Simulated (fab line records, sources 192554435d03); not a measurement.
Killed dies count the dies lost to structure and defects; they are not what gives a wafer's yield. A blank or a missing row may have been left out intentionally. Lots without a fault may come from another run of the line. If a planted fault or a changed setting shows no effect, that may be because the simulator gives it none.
Which tool did it? ; flow n5-finfet ; 11 lots with 33 wafers sampled at 3 steps, on a route of 1938 steps

WHAT EACH GAUGE READ, for each wafer
N5_MIM_TOP_LITHO_OVL_MEAS_11.
lot;measured;on;MIM_TOP_OVL (nm)
L354;day 15 09:56;overlay-02;2 -15 1
L356;day 15 05:45;overlay-02;-5 -5 -2
L357;day 14 18:18;overlay-02;-9 -5 -7
L358;day 14 22:26;overlay-02;-14 -9 -17
L359;day 15 07:43;overlay-01;4 3 0
L360;day 15 14:04;overlay-01;-5 -10 -16
L364;day 17 01:32;overlay-02;-6 -9 2
L365;day 16 12:07;overlay-01;-3 -2 -6
L366;day 16 19:41;overlay-02;5 -15 -1
L369;day 18 04:35;overlay-01;0 7 10
L374;day 19 18:29;overlay-02;-9 -5 -9

WHICH TOOL RAN EACH LOT (tool, then ch and the chambers of the sampled wafers, then the start)
lot;N5_PMOS_HMC_CHANNEL_EPI_STRIP_33;N5_BEOL_M15_SPUTTER_45
L354;rie-diel-01 ch 0,1, day 1 23:32;pvd-sputter-02, day 15 04:58
L356;rie-diel-04 ch 1,2, day 2 11:17;pvd-sputter-03, day 15 00:41
L357;rie-diel-01 ch 1,3, day 2 18:29;pvd-sputter-02, day 14 12:07
L358;rie-diel-05 ch 0,1,2, day 2 23:32;pvd-sputter-01, day 14 16:38
L359;rie-diel-05 ch 0,2,3, day 3 05:30;pvd-sputter-03, day 15 02:26
L360;rie-diel-04 ch 0,1, day 3 12:02;pvd-sputter-01, day 15 07:59
L364;rie-diel-04 ch 0,1, day 4 12:14;pvd-sputter-03, day 16 20:25
L365;rie-diel-04 ch 0,1,2, day 4 17:40;pvd-sputter-01, day 16 07:05
L366;rie-diel-04 ch 0,1,2, day 4 23:39;pvd-sputter-01, day 16 14:49
L369;rie-diel-04 ch 0,1,3, day 5 17:17;pvd-sputter-03, day 18 00:13
L374;rie-diel-05 ch 1,2,3, day 6 23:58;pvd-sputter-03, day 19 12:23
- N5_PMOS_HMC_CHANNEL_EPI_STRIP_33: strips in N2/H2.
- N5_BEOL_M15_SPUTTER_45: material Cu, target thk 100 nm, time 16.67 s.

WHAT THE TOOLS THEMSELVES READ (means of the sampled wafers that have a number; where no wafer has one, the mark that the record gives instead)
N5_PMOS_HMC_CHANNEL_EPI_STRIP_33.
lot;tool;drypump-motor-current-A (A);oes-product-au (a.u.);rf-vpp-V (V);showerhead-plenum-p-Torr (Torr);throttle-valve-pct (%)
L354;rie-diel-01;6.2;0.76;54.1;3.49;19.2
L356;rie-diel-04;5.6;0.85;54.3;3.26;18.6
L357;rie-diel-01;6.3;0.72;53.7;3.36;19.0
L358;rie-diel-05;5.4;0.84;53.5;3.44;18.9
L359;rie-diel-05;5.1;0.85;52.5;3.35;18.7
L360;rie-diel-04;5.8;0.86;52.5;3.31;19.1
L364;rie-diel-04;5.7;0.85;53.7;3.31;19.1
L365;rie-diel-04;5.7;0.82;54.6;3.29;18.9
L366;rie-diel-04;5.7;0.81;53.7;3.29;18.9
L369;rie-diel-04;5.8;0.78;54.0;3.32;19.2
L374;rie-diel-05;5.5;0.86;54.9;3.35;19.0

N5_BEOL_M15_SPUTTER_45.
lot;tool;chuck-gas-flow-sccm (sccm);throttle-valve-pct (%)
L354;pvd-sputter-02;1.26;29.4
L356;pvd-sputter-03;1.27;30.0
L357;pvd-sputter-02;1.33;29.1
L358;pvd-sputter-01;1.23;30.5
L359;pvd-sputter-03;1.25;29.8
L360;pvd-sputter-01;1.24;30.1
L364;pvd-sputter-03;1.29;30.2
L365;pvd-sputter-01;1.31;29.5
L366;pvd-sputter-01;1.25;30.0
L369;pvd-sputter-03;1.26;29.5
L374;pvd-sputter-03;1.27;30.5

THE ANSWER, worked out from the rows above alone
Rule: what is usual is taken from the lots themselves. Put in order of their means at a reading, lots are off if they are a third of the lots or fewer, leave a main group of 4 or more, and stand apart from it by a gap of 3 or more times the standard deviation of the main group's means; of several such gaps the widest counts. If all means in a main group match to the digits the tables above print for the reading, that group is not used. A lot without any number at a reading at which 4 lots or more have one is off too. Where the step has rows for the other lots, those lots are counted as sound. First the gauges in route order, then the tools' own readings, where a lot's mean is used as printed above. At the first step where some lot is off, the reading lying furthest off is the one used; lots without a number count as furthest.
No lot is off on any of the readings shown, so nothing can be concluded from this.

WHAT THE SIMULATOR HAD PUT IN
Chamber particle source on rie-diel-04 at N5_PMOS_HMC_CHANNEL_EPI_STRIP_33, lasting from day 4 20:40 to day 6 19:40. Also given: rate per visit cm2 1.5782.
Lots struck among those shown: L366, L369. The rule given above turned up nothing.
